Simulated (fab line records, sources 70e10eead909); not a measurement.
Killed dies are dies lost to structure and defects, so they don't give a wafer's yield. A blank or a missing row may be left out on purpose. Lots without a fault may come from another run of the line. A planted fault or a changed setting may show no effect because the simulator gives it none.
Chamber matching | flow nand_harc | NHARC_A_CHANNEL_FILL_D1_ALD_02 on ald_hk-04: 4 sister chambers
The step deposits SiO2, target thk 6 nm, pulse time 10 s, ald cycles 60. 4 wafers are shown with their chamber, then 7 later ones without.

WAFERS WITH THEIR CHAMBER
wafer  | chamber | heater_power_w (W)
L261.3 | 2       | 391
L267.3 | 3       | 465
L267.5 | 0       | 497
L271.3 | 1       | 501

WAFERS WITHOUT THEIR CHAMBER
wafer  | heater_power_w (W)
L271.5 | 492
L271.6 | 412
L275.5 | 470
L275.6 | 505
L278.1 | 474
L278.2 | 406
L278.6 | 496

WHICH CHAMBER EACH WENT THROUGH
wafer  | from the rows above          | in truth
L271.5 | can't be placed: 0 or 1      | 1
L271.6 | 2                            | 2
L275.5 | 3                            | 3
L275.6 | can't be placed: 1 or 0      | 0
L278.1 | can't be placed: 3 or 0 or 1 | 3
L278.2 | 2                            | 2
L278.6 | can't be placed: 0 or 1      | 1
Placed correctly: 3 of 7. Can't be placed from these rows: 4 (the true chamber is among the candidates in 4). Placed wrongly: 0.
How it was worked out, from the rows above alone: a wafer's distance from a chamber is the root of the sum, over the readings, of the square of ((its reading less the chamber's mean) divided by the reading's scatter). The wafer belongs to the nearest chamber; if the next one is less than 2 further off, it can't be placed. A chamber's mean is the mean of its shown wafers. The scatter: with one shown wafer a chamber, the root of the mean of the squares of how far each hidden wafer lies from its nearest shown one.
